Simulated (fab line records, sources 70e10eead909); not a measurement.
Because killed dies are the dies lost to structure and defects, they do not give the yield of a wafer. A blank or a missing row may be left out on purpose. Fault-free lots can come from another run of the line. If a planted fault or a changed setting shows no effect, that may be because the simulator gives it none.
Which tool was responsible? || flow nand-harc || 12 lots with 36 wafers sampled at 5 steps, on a route of 1159 steps

WHAT THE GAUGES READ, wafer by wafer
NHARC_END_SORT_01.
{"lot": "L714", "measured": "day 23 09:14", "on": "prober-01", "killed-at-array": "640 614 645", "killed-at-other": "6 7 4", "killed-at-periphery": "4 3 1", "killed-dies": "650 624 650", "killed-open": "6 4 3", "killed-short": "3 2 1"}
{"lot": "L713", "measured": "day 24 05:20", "on": "prober-02", "killed-at-array": "641 664 647", "killed-at-other": "0 0 2", "killed-at-periphery": "3 0 1", "killed-dies": "644 664 650", "killed-open": "2 0 4", "killed-short": "3 1 1"}

EACH LOT AND THE TOOL THAT RAN IT (in order: tool; ch and the chambers of the sampled wafers; start)
{"lot": "L699", "NHARC_A_CONTACT_DEP_28": "acl-dep-03 ch 0, day 16 05:56", "NHARC_A_CONTACT_ETCH_48": "rie-diel-12 ch 0,1,3, day 16 08:59", "NHARC_A_CONTACT_ETCH_111": "har-cap-etch-01 ch 0,1, day 16 10:13", "NHARC_A_CONTACT_ETCH_112": "har-cap-etch-01 ch 0,1, day 16 10:24"}
{"lot": "L701", "NHARC_A_CONTACT_DEP_28": "acl-dep-02 ch 0, day 17 09:45", "NHARC_A_CONTACT_ETCH_48": "rie-diel-09 ch 0,1,3, day 17 12:05", "NHARC_A_CONTACT_ETCH_111": "har-cap-etch-02 ch 0,1, day 17 13:20", "NHARC_A_CONTACT_ETCH_112": "har-cap-etch-02 ch 0,1, day 17 13:30"}
{"lot": "L703", "NHARC_A_CONTACT_DEP_28": "acl-dep-03 ch 0, day 17 13:18", "NHARC_A_CONTACT_ETCH_48": "rie-diel-12 ch 0,2, day 17 16:23", "NHARC_A_CONTACT_ETCH_111": "har-cap-etch-01 ch 0,1, day 17 17:34", "NHARC_A_CONTACT_ETCH_112": "har-cap-etch-01 ch 0,1, day 17 17:46"}
{"lot": "L700", "NHARC_A_CONTACT_DEP_28": "acl-dep-03 ch 0, day 17 16:11", "NHARC_A_CONTACT_ETCH_48": "rie-diel-12 ch 1,3, day 17 18:52", "NHARC_A_CONTACT_ETCH_111": "har-cap-etch-03 ch 0,1, day 17 20:10", "NHARC_A_CONTACT_ETCH_112": "har-cap-etch-03 ch 0,1, day 17 20:20"}
{"lot": "L704", "NHARC_A_CONTACT_DEP_28": "acl-dep-03 ch 0, day 18 15:10", "NHARC_A_CONTACT_ETCH_48": "rie-diel-12 ch 0,1,2, day 18 17:52", "NHARC_A_CONTACT_ETCH_111": "har-cap-etch-02 ch 0,1, day 18 19:04", "NHARC_A_CONTACT_ETCH_112": "har-cap-etch-02 ch 0,1, day 18 19:15"}
{"lot": "L709", "NHARC_A_CONTACT_DEP_28": "acl-dep-02 ch 0, day 18 21:01", "NHARC_A_CONTACT_ETCH_48": "rie-diel-12 ch 0,1,2, day 19 00:14", "NHARC_A_CONTACT_ETCH_111": "har-cap-etch-01 ch 0,1, day 19 01:24", "NHARC_A_CONTACT_ETCH_112": "har-cap-etch-01 ch 0,1, day 19 01:37"}
{"lot": "L714", "NHARC_A_CONTACT_DEP_28": "acl-dep-02 ch 0, day 19 21:02", "NHARC_A_CONTACT_ETCH_48": "rie-diel-12 ch 0,3, day 20 00:13", "NHARC_A_CONTACT_ETCH_111": "har-cap-etch-02 ch 0,1, day 20 01:25", "NHARC_A_CONTACT_ETCH_112": "har-cap-etch-02 ch 0,1, day 20 01:37"}
{"lot": "L716", "NHARC_A_CONTACT_DEP_28": "acl-dep-03 ch 0, day 20 11:09", "NHARC_A_CONTACT_ETCH_48": "rie-diel-13 ch 0,3, day 20 13:35", "NHARC_A_CONTACT_ETCH_111": "har-cap-etch-02 ch 0,1, day 20 15:31", "NHARC_A_CONTACT_ETCH_112": "har-cap-etch-02 ch 0,1, day 20 15:41"}
{"lot": "L718", "NHARC_A_CONTACT_DEP_28": "acl-dep-03 ch 0, day 20 12:59", "NHARC_A_CONTACT_ETCH_48": "rie-diel-13 ch 0,3, day 20 15:53", "NHARC_A_CONTACT_ETCH_111": "har-cap-etch-01 ch 1, day 20 17:47", "NHARC_A_CONTACT_ETCH_112": "har-cap-etch-01 ch 1, day 20 17:59"}
{"lot": "L713", "NHARC_A_CONTACT_DEP_28": "acl-dep-01 ch 0, day 20 14:43", "NHARC_A_CONTACT_ETCH_48": "rie-diel-12 ch 1,2,3, day 20 17:13", "NHARC_A_CONTACT_ETCH_111": "har-cap-etch-03 ch 0,1, day 20 18:32", "NHARC_A_CONTACT_ETCH_112": "har-cap-etch-03 ch 0,1, day 20 18:43"}
{"lot": "L715", "NHARC_A_CONTACT_DEP_28": "acl-dep-02 ch 0, day 20 17:33", "NHARC_A_CONTACT_ETCH_48": "rie-diel-09 ch 0,1,3, day 20 20:46", "NHARC_A_CONTACT_ETCH_111": "har-cap-etch-02 ch 0,1, day 20 21:56", "NHARC_A_CONTACT_ETCH_112": "har-cap-etch-02 ch 0,1, day 20 22:08"}
{"lot": "L719", "NHARC_A_CONTACT_DEP_28": "acl-dep-03 ch 0, day 21 01:43", "NHARC_A_CONTACT_ETCH_48": "rie-diel-13 ch 2,3, day 21 04:56", "NHARC_A_CONTACT_ETCH_111": "har-cap-etch-02 ch 0,1, day 21 06:21", "NHARC_A_CONTACT_ETCH_112": "har-cap-etch-02 ch 0,1, day 21 06:33"}
- NHARC_A_CONTACT_DEP_28: deposits aC, target thk 3600 nm.
- NHARC_A_CONTACT_ETCH_48: etches the open film in CF4, target depth 39 nm, time 65 s.
- NHARC_A_CONTACT_ETCH_111: etches the open film in C4F8/O2/Ar, time 140 s, target depth 700 nm.
- NHARC_A_CONTACT_ETCH_112: etches the open film in C4F8/O2/Ar, time 94 s, target depth 922 nm.

WHAT THE TOOLS THEMSELVES READ (means of the sampled wafers that have a number; where no wafer has one, the mark that the record gives instead)
NHARC_A_CONTACT_DEP_28.
{"lot": "L699", "tool": "acl-dep-03", "throttle-valve-pct (%)": 35.005}
{"lot": "L701", "tool": "acl-dep-02", "throttle-valve-pct (%)": 35.006}
{"lot": "L703", "tool": "acl-dep-03", "throttle-valve-pct (%)": 35.008}
{"lot": "L700", "tool": "acl-dep-03", "throttle-valve-pct (%)": 34.997}
{"lot": "L704", "tool": "acl-dep-03", "throttle-valve-pct (%)": 34.999}
{"lot": "L709", "tool": "acl-dep-02", "throttle-valve-pct (%)": 34.992}
{"lot": "L714", "tool": "acl-dep-02", "throttle-valve-pct (%)": 35.005}
{"lot": "L716", "tool": "acl-dep-03", "throttle-valve-pct (%)": 35.005}
{"lot": "L718", "tool": "acl-dep-03", "throttle-valve-pct (%)": 35.001}
{"lot": "L713", "tool": "acl-dep-01", "throttle-valve-pct (%)": 34.994}
{"lot": "L715", "tool": "acl-dep-02", "throttle-valve-pct (%)": 34.996}
{"lot": "L719", "tool": "acl-dep-03", "throttle-valve-pct (%)": 34.989}

NHARC_A_CONTACT_ETCH_48.
{"lot": "L699", "tool": "rie-diel-12", "chamber-pressure-mTorr (mTorr)": 49.98, "drypump-motor-current-A (A)": 5.6, "oes-product-au (a.u.)": 0.998, "rf-vpp-V (V)": 151.3, "run-length-s (s)": 86.3, "showerhead-plenum-p-Torr (Torr)": 1.81, "throttle-valve-pct (%)": 13.279}
{"lot": "L701", "tool": "rie-diel-09", "chamber-pressure-mTorr (mTorr)": 49.97, "drypump-motor-current-A (A)": 5.9, "oes-product-au (a.u.)": 0.990, "rf-vpp-V (V)": 151.1, "run-length-s (s)": 86.6, "showerhead-plenum-p-Torr (Torr)": 1.73, "throttle-valve-pct (%)": 13.278}
{"lot": "L703", "tool": "rie-diel-12", "chamber-pressure-mTorr (mTorr)": 50.02, "drypump-motor-current-A (A)": 5.7, "oes-product-au (a.u.)": 1.010, "rf-vpp-V (V)": 152.0, "run-length-s (s)": 85.9, "showerhead-plenum-p-Torr (Torr)": 1.79, "throttle-valve-pct (%)": 13.284}
{"lot": "L700", "tool": "rie-diel-12", "chamber-pressure-mTorr (mTorr)": 49.96, "drypump-motor-current-A (A)": 5.9, "oes-product-au (a.u.)": 0.997, "rf-vpp-V (V)": 152.3, "run-length-s (s)": 86.4, "showerhead-plenum-p-Torr (Torr)": 1.83, "throttle-valve-pct (%)": 13.290}
{"lot": "L704", "tool": "rie-diel-12", "chamber-pressure-mTorr (mTorr)": 49.99, "drypump-motor-current-A (A)": 6.0, "oes-product-au (a.u.)": 0.997, "rf-vpp-V (V)": 152.0, "run-length-s (s)": 86.1, "showerhead-plenum-p-Torr (Torr)": 1.82, "throttle-valve-pct (%)": 13.287}
{"lot": "L709", "tool": "rie-diel-12", "chamber-pressure-mTorr (mTorr)": 49.99, "drypump-motor-current-A (A)": 6.0, "oes-product-au (a.u.)": 1.005, "rf-vpp-V (V)": 151.1, "run-length-s (s)": 86.3, "showerhead-plenum-p-Torr (Torr)": 1.82, "throttle-valve-pct (%)": 13.281}
{"lot": "L714", "tool": "rie-diel-12", "chamber-pressure-mTorr (mTorr)": 50.04, "drypump-motor-current-A (A)": 5.3, "oes-product-au (a.u.)": 1.003, "rf-vpp-V (V)": 151.1, "run-length-s (s)": 66.2, "showerhead-plenum-p-Torr (Torr)": 1.78, "throttle-valve-pct (%)": 13.278}
{"lot": "L716", "tool": "rie-diel-13", "chamber-pressure-mTorr (mTorr)": 49.99, "drypump-motor-current-A (A)": 5.6, "oes-product-au (a.u.)": 0.998, "rf-vpp-V (V)": 151.0, "run-length-s (s)": 86.3, "showerhead-plenum-p-Torr (Torr)": 1.76, "throttle-valve-pct (%)": 13.282}
{"lot": "L718", "tool": "rie-diel-13", "chamber-pressure-mTorr (mTorr)": 50.01, "drypump-motor-current-A (A)": 5.7, "oes-product-au (a.u.)": 0.998, "rf-vpp-V (V)": 151.6, "run-length-s (s)": 86.5, "showerhead-plenum-p-Torr (Torr)": 1.77, "throttle-valve-pct (%)": 13.293}
{"lot": "L713", "tool": "rie-diel-12", "chamber-pressure-mTorr (mTorr)": 50.06, "drypump-motor-current-A (A)": 5.9, "oes-product-au (a.u.)": 1.007, "rf-vpp-V (V)": 152.0, "run-length-s (s)": 66.3, "showerhead-plenum-p-Torr (Torr)": 1.84, "throttle-valve-pct (%)": 13.281}
{"lot": "L715", "tool": "rie-diel-09", "chamber-pressure-mTorr (mTorr)": 49.98, "drypump-motor-current-A (A)": 6.0, "oes-product-au (a.u.)": 0.995, "rf-vpp-V (V)": 151.8, "run-length-s (s)": 86.6, "showerhead-plenum-p-Torr (Torr)": 1.81, "throttle-valve-pct (%)": 13.295}
{"lot": "L719", "tool": "rie-diel-13", "chamber-pressure-mTorr (mTorr)": 50.00, "drypump-motor-current-A (A)": 6.0, "oes-product-au (a.u.)": 0.988, "rf-vpp-V (V)": 150.1, "run-length-s (s)": 86.4, "showerhead-plenum-p-Torr (Torr)": 1.70, "throttle-valve-pct (%)": 13.284}

NHARC_A_CONTACT_ETCH_111.
{"lot": "L699", "tool": "har-cap-etch-01", "chamber-pressure-mTorr (mTorr)": 19.990, "run-length-s (s)": 141.2}
{"lot": "L701", "tool": "har-cap-etch-02", "chamber-pressure-mTorr (mTorr)": 20.007, "run-length-s (s)": 141.8}
{"lot": "L703", "tool": "har-cap-etch-01", "chamber-pressure-mTorr (mTorr)": 19.987, "run-length-s (s)": 141.0}
{"lot": "L700", "tool": "har-cap-etch-03", "chamber-pressure-mTorr (mTorr)": 20.017, "run-length-s (s)": 141.1}
{"lot": "L704", "tool": "har-cap-etch-02", "chamber-pressure-mTorr (mTorr)": 19.985, "run-length-s (s)": 141.7}
{"lot": "L709", "tool": "har-cap-etch-01", "chamber-pressure-mTorr (mTorr)": 20.001, "run-length-s (s)": 140.7}
{"lot": "L714", "tool": "har-cap-etch-02", "chamber-pressure-mTorr (mTorr)": 20.005, "run-length-s (s)": 141.7}
{"lot": "L716", "tool": "har-cap-etch-02", "chamber-pressure-mTorr (mTorr)": 19.988, "run-length-s (s)": 141.9}
{"lot": "L718", "tool": "har-cap-etch-01", "chamber-pressure-mTorr (mTorr)": 20.010, "run-length-s (s)": 140.9}
{"lot": "L713", "tool": "har-cap-etch-03", "chamber-pressure-mTorr (mTorr)": 20.013, "run-length-s (s)": 141.4}
{"lot": "L715", "tool": "har-cap-etch-02", "chamber-pressure-mTorr (mTorr)": 20.003, "run-length-s (s)": 142.2}
{"lot": "L719", "tool": "har-cap-etch-02", "chamber-pressure-mTorr (mTorr)": 20.002, "run-length-s (s)": 141.6}

NHARC_A_CONTACT_ETCH_112.
{"lot": "L699", "tool": "har-cap-etch-01", "chamber-pressure-mTorr (mTorr)": 20.014}
{"lot": "L701", "tool": "har-cap-etch-02", "chamber-pressure-mTorr (mTorr)": 20.011}
{"lot": "L703", "tool": "har-cap-etch-01", "chamber-pressure-mTorr (mTorr)": 20.010}
{"lot": "L700", "tool": "har-cap-etch-03", "chamber-pressure-mTorr (mTorr)": 20.009}
{"lot": "L704", "tool": "har-cap-etch-02", "chamber-pressure-mTorr (mTorr)": 20.012}
{"lot": "L709", "tool": "har-cap-etch-01", "chamber-pressure-mTorr (mTorr)": 20.010}
{"lot": "L714", "tool": "har-cap-etch-02", "chamber-pressure-mTorr (mTorr)": 20.007}
{"lot": "L716", "tool": "har-cap-etch-02", "chamber-pressure-mTorr (mTorr)": 19.995}
{"lot": "L718", "tool": "har-cap-etch-01", "chamber-pressure-mTorr (mTorr)": 20.021}
{"lot": "L713", "tool": "har-cap-etch-03", "chamber-pressure-mTorr (mTorr)": 20.009}
{"lot": "L715", "tool": "har-cap-etch-02", "chamber-pressure-mTorr (mTorr)": 20.012}
{"lot": "L719", "tool": "har-cap-etch-02", "chamber-pressure-mTorr (mTorr)": 20.023}

THE ANSWER, worked out from the rows above alone
Rule: the usual values come from the lots themselves. The widest of any qualifying gaps counts: lots, ordered by their means at a reading, are off when they make up no more than a third of the lots, leave a main group of 4 or more, and stand apart from it by 3 or more times the standard deviation of that group's means. If all means in a main group match to the digits the tables above print for the reading, that group is not used. Also off: a lot with no number at a reading for which 4 or more lots have one. Where the step has rows for the other lots, those lots are counted as sound. Order of review: gauges by route order, followed by the tools' own readings, for which a lot's mean as printed above is used. The first step at which some lot is off is used, and at that step the reading that is off furthest; a lot without a number counts as furthest.
Off: L714, L713 (NHARC_A_CONTACT_ETCH_48, run-length-s). For the main group the mean is 86.3 s and the standard deviation 0.21.
If a tool, at that step or one of the process steps before it, ran each lot that is off and ran no sound lot following the first of them, it fits. One candidate fits, namely rie-diel-12 at NHARC_A_CONTACT_ETCH_48. A fault onset in the window from L709 (day 19 00:14, its last sound lot) to L714 (day 20 00:13, its first lot off) fits.
On the lots that are off, the tool's own readings at NHARC_A_CONTACT_ETCH_48 differ by more than 5 times the standard deviation of the sound lots' means, which bears it out; run-length-s reads 66.2 s there versus 86.3 s on the sound lots.

WHAT THE SIMULATOR PUT IN
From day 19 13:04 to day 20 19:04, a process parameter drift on rie-diel-12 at NHARC_A_CONTACT_ETCH_48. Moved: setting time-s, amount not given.
Lots struck among those shown: L714, L713. This agrees with what the rule above found.
